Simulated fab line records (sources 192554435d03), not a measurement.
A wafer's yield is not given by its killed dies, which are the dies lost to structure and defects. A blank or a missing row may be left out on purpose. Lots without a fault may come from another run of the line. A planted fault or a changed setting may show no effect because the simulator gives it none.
Chamber matching    flow n5Finfet    N5_GATE_CUT_HM_DEP_46 on pecvd-04: 3 sister chambers
The step deposits SiO2 from TEOS/O2, target thk 130 nm, time 26.6 s. 24 wafers are shown with their chamber, then 12 later ones without.

## WAFERS PAIRED WITH THEIR CHAMBERS
wafer   chamber  throttleValvePct (%)  showerheadPlenumPTorr (Torr)  heaterPowerW (W)
L074.1  1        21.6                  8.387                         526
L074.4  2        18.3                  8.336                         672
L074.6  1        21.4                  8.365                         532
L077.2  2        18.4                  8.325                         616
L077.3  1        21.5                  8.383                         609
L077.5  2        18.4                  8.328                         637
L079.4  0        19.8                  8.361                         665
L079.5  2        18.2                  8.352                         577
L079.6  1        21.2                  8.378                         500
L083.2  2        18.3                  8.325                         709
L083.3  1        21.6                  8.364                         644
L083.6  2        18.4                  8.327                         728
L085.2  0        20.3                  8.351                         627
L085.3  1        21.1                  8.381                         547
L085.4  2        18.4                  8.311                         699
L086.2  0        20.1                  8.356                         617
L086.3  2        18.2                  8.342                         703
L086.4  1        21.7                  8.372                         549
L088.2  2        18.3                  8.332                         697
L088.5  2        18.2                  8.311                         694
L088.6  1        21.3                  8.366                         638
L090.3  1        21.3                  8.377                         578
L090.4  1        21.6                  8.359                         586
L090.6  0        19.9                  8.360                         549

SIGNATURES (means of the wafers above)
reading                chamber 0  chamber 1  chamber 2  scatter within a chamber
throttleValvePct       20.025     21.430     18.310     0.166
showerheadPlenumPTorr  8.35700    8.37320    8.32890    0.0105
heaterPowerW           614.50     570.90     673.20     48.2
Rule: a wafer's distance from a chamber is the root of the sum, over the readings, of the square of ((its reading less the chamber's mean) divided by the reading's scatter). If the next closest chamber is less than 2 further off than the closest, the wafer can't be placed; otherwise it belongs to the closest. The scatter: take each reading less its chamber's mean, square it, sum over the shown wafers, divide by the number of wafers less the number of chambers, and take the root.

## WAFERS WITHOUT THEIR CHAMBER
wafer   throttleValvePct (%)  showerheadPlenumPTorr (Torr)  heaterPowerW (W)
L093.2  18.4                  8.342                         670
L093.3  21.4                  8.356                         609
L093.6  18.4                  8.324                         678
L094.2  20.3                  8.368                         644
L094.3  19.8                  8.360                         648
L094.4  21.3                  8.375                         604
L095.1  21.5                  8.375                         636
L095.2  20.3                  8.350                         620
L095.6  21.3                  8.358                         511
L097.4  20.1                  8.348                         586
L097.5  21.6                  8.370                         523
L097.6  20.2                  8.371                         591

## THE CHAMBER EACH PASSED THROUGH
wafer   from the rows above  in truth
L093.2  2                    2
L093.3  1                    1
L093.6  2                    2
L094.2  0                    0
L094.3  0                    0
L094.4  1                    1
L095.1  1                    1
L095.2  0                    0
L095.6  1                    1
L097.4  0                    0
L097.5  1                    1
L097.6  0                    0
Correct placement for 12 of the 12. Not placeable from these rows: 0. 0 placed wrongly.
